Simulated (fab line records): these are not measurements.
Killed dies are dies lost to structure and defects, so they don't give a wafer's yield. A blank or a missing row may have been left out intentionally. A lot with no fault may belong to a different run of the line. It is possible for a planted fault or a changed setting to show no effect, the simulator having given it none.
Lot-split experiment || flow n5_finfet || 21 wafers read across 7 lots, on a route 1938 steps long

== ON THE SPLIT ==
At N5_BEOL_M2_COAT_22 (resist thk 30 nm), the setting spin_rpm was moved away from the recipe's 1500 rpm on 6 of the 21 wafers read, by -4.8% to +9.7%. All remaining wafers had this setting at the recipe value.

== FROM THE SPLIT TO THE READING: what the file shows between them, 4 steps ==
- N5_BEOL_M2_EBR_24
- N5_BEOL_M2_SOFTBAKE_23: time 60 s
- N5_BEOL_M2_EXPOSE_25: exposes mask V1, defocus 5 nm
- N5_BEOL_M2_PEB_26: peb time 60 s

== THE READING ==
CAR-EUV_of_BEOL_M2_COAT_22.thk_nm (the simulator's own value, which no gauge read), in nm, at N5_BEOL_M2_DEVELOP_27 (develop time 30 s). The file does not state a usual value for it. Across the 15 wafers here that went through the recipe, the average is 29.5 nm and the standard deviation 0.098 nm.

{"wafer": "L080.2", "tool, chamber at the split": "litho_track-05, 0", "spin_rpm as run, rpm": 1430, "against the recipe": "-4.7%", "CAR-EUV_of_BEOL_M2_COAT_22.thk_nm, nm": 30.4, "against lot-mates on the recipe": "+0.8"}
{"wafer": "L080.6", "tool, chamber at the split": "litho_track-05, 0", "spin_rpm as run, rpm": 1430, "against the recipe": "-4.7%", "CAR-EUV_of_BEOL_M2_COAT_22.thk_nm, nm": 30.4, "against lot-mates on the recipe": "+0.8"}
{"wafer": "L080.4", "tool, chamber at the split": "litho_track-05, 0", "spin_rpm as run, rpm": 1500, "against the recipe": "recipe", "CAR-EUV_of_BEOL_M2_COAT_22.thk_nm, nm": 29.6, "against lot-mates on the recipe": "-"}
{"wafer": "L081.1", "tool, chamber at the split": "litho_track-05, 0", "spin_rpm as run, rpm": 1500, "against the recipe": "recipe", "CAR-EUV_of_BEOL_M2_COAT_22.thk_nm, nm": 29.4, "against lot-mates on the recipe": "-"}
{"wafer": "L081.3", "tool, chamber at the split": "litho_track-05, 0", "spin_rpm as run, rpm": 1500, "against the recipe": "recipe", "CAR-EUV_of_BEOL_M2_COAT_22.thk_nm, nm": 29.4, "against lot-mates on the recipe": "-"}
{"wafer": "L081.4", "tool, chamber at the split": "litho_track-05, 0", "spin_rpm as run, rpm": 1500, "against the recipe": "recipe", "CAR-EUV_of_BEOL_M2_COAT_22.thk_nm, nm": 29.4, "against lot-mates on the recipe": "-"}
{"wafer": "L082.2", "tool, chamber at the split": "litho_track-04, 0", "spin_rpm as run, rpm": 1500, "against the recipe": "recipe", "CAR-EUV_of_BEOL_M2_COAT_22.thk_nm, nm": 29.6, "against lot-mates on the recipe": "-"}
{"wafer": "L082.3", "tool, chamber at the split": "litho_track-04, 0", "spin_rpm as run, rpm": 1500, "against the recipe": "recipe", "CAR-EUV_of_BEOL_M2_COAT_22.thk_nm, nm": 29.6, "against lot-mates on the recipe": "-"}
{"wafer": "L082.5", "tool, chamber at the split": "litho_track-04, 0", "spin_rpm as run, rpm": 1500, "against the recipe": "recipe", "CAR-EUV_of_BEOL_M2_COAT_22.thk_nm, nm": 29.6, "against lot-mates on the recipe": "-"}
{"wafer": "L088.1", "tool, chamber at the split": "litho_track-04, 0", "spin_rpm as run, rpm": 1500, "against the recipe": "recipe", "CAR-EUV_of_BEOL_M2_COAT_22.thk_nm, nm": 29.6, "against lot-mates on the recipe": "-"}
{"wafer": "L088.3", "tool, chamber at the split": "litho_track-04, 0", "spin_rpm as run, rpm": 1500, "against the recipe": "recipe", "CAR-EUV_of_BEOL_M2_COAT_22.thk_nm, nm": 29.6, "against lot-mates on the recipe": "-"}
{"wafer": "L088.5", "tool, chamber at the split": "litho_track-04, 0", "spin_rpm as run, rpm": 1500, "against the recipe": "recipe", "CAR-EUV_of_BEOL_M2_COAT_22.thk_nm, nm": 29.6, "against lot-mates on the recipe": "-"}
{"wafer": "L091.2", "tool, chamber at the split": "litho_track-05, 0", "spin_rpm as run, rpm": 1500, "against the recipe": "recipe", "CAR-EUV_of_BEOL_M2_COAT_22.thk_nm, nm": 29.6, "against lot-mates on the recipe": "-"}
{"wafer": "L091.3", "tool, chamber at the split": "litho_track-05, 0", "spin_rpm as run, rpm": 1428, "against the recipe": "-4.8%", "CAR-EUV_of_BEOL_M2_COAT_22.thk_nm, nm": 30.4, "against lot-mates on the recipe": "+0.8"}
{"wafer": "L091.4", "tool, chamber at the split": "litho_track-05, 0", "spin_rpm as run, rpm": 1428, "against the recipe": "-4.8%", "CAR-EUV_of_BEOL_M2_COAT_22.thk_nm, nm": 30.4, "against lot-mates on the recipe": "+0.8"}
{"wafer": "L094.1", "tool, chamber at the split": "litho_track-03, 0", "spin_rpm as run, rpm": 1500, "against the recipe": "recipe", "CAR-EUV_of_BEOL_M2_COAT_22.thk_nm, nm": 29.4, "against lot-mates on the recipe": "-"}
{"wafer": "L094.3", "tool, chamber at the split": "litho_track-03, 0", "spin_rpm as run, rpm": 1500, "against the recipe": "recipe", "CAR-EUV_of_BEOL_M2_COAT_22.thk_nm, nm": 29.4, "against lot-mates on the recipe": "-"}
{"wafer": "L094.5", "tool, chamber at the split": "litho_track-03, 0", "spin_rpm as run, rpm": 1500, "against the recipe": "recipe", "CAR-EUV_of_BEOL_M2_COAT_22.thk_nm, nm": 29.6, "against lot-mates on the recipe": "-"}
{"wafer": "L097.3", "tool, chamber at the split": "litho_track-04, 0", "spin_rpm as run, rpm": 1646, "against the recipe": "+9.7%", "CAR-EUV_of_BEOL_M2_COAT_22.thk_nm, nm": 28, "against lot-mates on the recipe": -1.4}
{"wafer": "L097.4", "tool, chamber at the split": "litho_track-04, 0", "spin_rpm as run, rpm": 1646, "against the recipe": "+9.7%", "CAR-EUV_of_BEOL_M2_COAT_22.thk_nm, nm": 28, "against lot-mates on the recipe": -1.4}
{"wafer": "L097.6", "tool, chamber at the split": "litho_track-04, 0", "spin_rpm as run, rpm": 1500, "against the recipe": "recipe", "CAR-EUV_of_BEOL_M2_COAT_22.thk_nm, nm": 29.4, "against lot-mates on the recipe": "-"}

FIT RESULTS
A straight line over all 21 wafers: CAR-EUV_of_BEOL_M2_COAT_22.thk_nm changes by -0.166 nm for each +1% of spin_rpm; r = -0.99; the points scatter about the line by 0.098 nm.
The same after taking each lot's own level away (the mean of its wafers on the recipe; 21 wafers): -0.152 nm for each +1%; r = -1.00; scatter 0.054 nm.
On that fit, the largest move of spin_rpm shifts the reading by 1.5 nm.
Across the lots, their own levels run from 29.40 to 29.60 nm, a range of 2.0 times the standard deviation given above.
So the lot-to-lot level changes the slope little: the two slopes agree.
Check: with one of the wafers moved furthest among these (+9.7%) left out of the fit, the line predicts -1.49 nm for it against its lot-mates. It came out at -1.4 nm against them.

== THESE WAFERS: OTHER SPLITS ==
Other splits were also applied to these wafers ahead of the reading. Each is held against what the fit with the lots' levels taken away leaves over:
{"other split on the same wafers": "N5_MOL_CONTACT_COAG_COAT_58 spin_rpm", "wafers away from the commonest value": 9, "r with CAR-EUV_of_BEOL_M2_COAT_22.thk_nm (lot level and that fit taken away)": -0.30}
{"other split on the same wafers": "N5_MOL_CONTACT_COAG_COAT_64 spin_rpm", "wafers away from the commonest value": 6, "r with CAR-EUV_of_BEOL_M2_COAT_22.thk_nm (lot level and that fit taken away)": -0.29}
{"other split on the same wafers": "N5_BEOL_M0_ETCH_109 bias_w", "wafers away from the commonest value": 5, "r with CAR-EUV_of_BEOL_M2_COAT_22.thk_nm (lot level and that fit taken away)": "+0.25"}
{"other split on the same wafers": "N5_BEOL_M1_ETCH_64 bias_w", "wafers away from the commonest value": 5, "r with CAR-EUV_of_BEOL_M2_COAT_22.thk_nm (lot level and that fit taken away)": -0.05}
{"other split on the same wafers": "N5_BEOL_M2_ETCH_64 source_w", "wafers away from the commonest value": 8, "r with CAR-EUV_of_BEOL_M2_COAT_22.thk_nm (lot level and that fit taken away)": "+0.33"}

== THE WHOLE CHAIN: every reading that the file lists as answering this split, in the file's order ==
{"step": "N5_BEOL_M2_COAT_22", "what it does": "resist thk 30 nm", "reading": "CAR-EUV_of_BEOL_M2_COAT_22.thk_nm (the simulator's own value, which no gauge read)", "change (the file's fit)": "-0.138 nm for each +1% of the setting", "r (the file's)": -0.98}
{"step": "N5_BEOL_M2_DEVELOP_27", "what it does": "develop time 30 s", "reading": "CAR-EUV_of_BEOL_M2_COAT_22.thk_nm (the simulator's own value, which no gauge read)", "change (the file's fit)": "-0.152 nm for each +1% of the setting", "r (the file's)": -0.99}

== FILE'S OWN FIT ==
CAR-EUV_of_BEOL_M2_COAT_22.thk_nm changes by -0.152 nm for each +1% of spin_rpm, r = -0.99.
